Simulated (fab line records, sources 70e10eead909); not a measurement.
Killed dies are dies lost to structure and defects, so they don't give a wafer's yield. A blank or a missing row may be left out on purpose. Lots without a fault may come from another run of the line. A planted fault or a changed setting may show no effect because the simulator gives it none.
Chamber matching | flow nand_harc | NHARC_A_SLIT_ETCH_29 on rie_diel-10: 4 sister chambers
The step etches the open film in CF4/O2, target depth 100 nm, overetch 10 nm, time 55 s. 8 wafers are shown with their chamber, then 7 later ones without.

WAFERS WITH THEIR CHAMBER
wafer  | chamber | showerhead_plenum_p_Torr (Torr) | rf_vpp_V (V)
L545.2 | 3       | 1.254                           | 196.4
L549.6 | 3       | 1.254                           | 195.2
L554.5 | 0       | 1.287                           | 196.7
L555.1 | 1       | 1.308                           | 197.6
L555.3 | 2       | 1.310                           | 196.6
L555.5 | 1       | 1.308                           | 196.6
L559.1 | 2       | 1.310                           | 197.2
L559.2 | 0       | 1.286                           | 197.1

WAFERS WITHOUT THEIR CHAMBER
wafer  | showerhead_plenum_p_Torr (Torr) | rf_vpp_V (V)
L559.3 | 1.308                           | 196.8
L562.2 | 1.308                           | 197.0
L562.3 | 1.253                           | 198.0
L562.6 | 1.286                           | 198.1
L564.2 | 1.309                           | 196.9
L564.3 | 1.307                           | 197.6
L564.4 | 1.252                           | 195.3

WHICH CHAMBER EACH WENT THROUGH
wafer  | from the rows above     | in truth
L559.3 | 1                       | 1
L562.2 | 1                       | 1
L562.3 | 3                       | 3
L562.6 | 0                       | 0
L564.2 | can't be placed: 2 or 1 | 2
L564.3 | 1                       | 1
L564.4 | 3                       | 3
Placed correctly: 6 of 7. Can't be placed from these rows: 1 (the true chamber is among the candidates in 1). Placed wrongly: 0.
How it was worked out, from the rows above alone: a wafer's distance from a chamber is the root of the sum, over the readings, of the square of ((its reading less the chamber's mean) divided by the reading's scatter). The wafer belongs to the nearest chamber; if the next one is less than 2 further off, it can't be placed. A chamber's mean is the mean of its shown wafers. The scatter: the root of (the sum of the squares of (reading less its chamber's mean) over the shown wafers, divided by (wafers less chambers)).
